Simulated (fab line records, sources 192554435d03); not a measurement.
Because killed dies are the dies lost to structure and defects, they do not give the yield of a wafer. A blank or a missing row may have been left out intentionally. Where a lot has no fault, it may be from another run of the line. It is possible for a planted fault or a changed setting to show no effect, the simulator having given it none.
Problem report in the 8D (eight disciplines) form, filled by code    flow n5_finfet    the parts of the form that need people (team, actions taken, sign-off) are left out

1. PROBLEM STATEMENT
N5_BEOL_M3_ETCH_70, bias_w: mean 201.9 W over 1 wafer from 1 lot; wafers with no fault: 150.0 W, standard deviation 0.44. So: +99 or more standard deviations from the usual mean.
The step: etches SOC in N2/H2, target depth 80 nm, overetch 16 nm, time 120 s.
First seen on wafer L831.2, day 10 15:17, on rie_diel-06. At this step, 27 wafers from 10 lots have a number in the record. Rule for "out", or "out of limits": more than 4 standard deviations from the usual mean. All remaining wafers that have a number are taken as sound.

2. WHAT IT IS; WHAT IT IS NOT
question                     is                 is not
which readings at this step  bias_w, rf_vpp_V   drypump_motor_current_A, h2_flow_sccm, oes_product_au, rf_fwd_power_W, showerhead_plenum_p_Torr, throttle_valve_pct
which lots                   L831               L819, L821, L824, L825, L828, L835, L836, L839, L840
which wafers of those lots   L831.2             L831.1, L831.6
read on which tools          rie_diel-06        rie_diel-02, rie_diel-04
when                         from day 10 15:17  up to then (16 sound wafers); but 10 sound wafers of L835, L836, L839, L840 came after

3. THE SUSPECTS, EACH WITH WHAT RULES IT OUT
Counting: if a tool at a process step up to the reading ran every lot that is out, it stays a suspect. Sound lots after the first of them don't rule it out here, since some wafers of a struck lot are sound.
- rie_diel-06 at N5_BEOL_M3_ETCH_70 (etches SOC in N2/H2, target depth 80 nm, overetch 16 nm, time 120 s): kept. L831, the lot that is out, went through it at day 10 15:17; up to then, the latest sound lot through it was L828 at day 9 23:11. Out on those wafers are its own readings of bias_w, rf_vpp_V.
- rie_diel-06, N5_BEOL_M3_ETCH_70: wafers that are out in chamber 3, sound lot-mates in chambers 0, 1.
Remaining after the count: rie_diel-06 at N5_BEOL_M3_ETCH_70.

4. THE CAUSE (what the simulator had put in)
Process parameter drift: rie_diel-06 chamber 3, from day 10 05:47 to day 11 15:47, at N5_BEOL_M3_ETCH_70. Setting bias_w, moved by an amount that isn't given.
Only this tool survived the counting.

5. SEQUENCE OF EFFECTS, ordered by route
Each row: a reading whose mean over the struck wafers that have a number lies more than 3 standard deviations from the usual. Scope: only readings with a usual standard deviation given in the record; hours: median across lots of the time from each lot's start at the first step in this table that gives one to its start at this step; sigmas: change in usual standard deviations.
hours  step                reading   usual    on struck wafers  change  sigmas
0      N5_BEOL_M3_ETCH_70  bias_w    150.0 W  201.9             +51.9   +99 or more
0      N5_BEOL_M3_ETCH_70  rf_vpp_V  524.5 V  633.2             +108.7  +39
Process steps it contains:
- N5_BEOL_M3_ETCH_70: etches SOC in N2/H2, target depth 80 nm, overetch 16 nm, time 120 s.
At these later measuring or inspecting steps, every struck wafer for which the step has a row has a number for every such reading, and none has moved that far: N5_BEOL_M4_RC_MEAS_101.

6. WHAT WOULD HAVE CAUGHT IT SOONER
10 hours passed between the start of the fault at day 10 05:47 and the first reading out of limits in this record, taken at day 10 15:17.
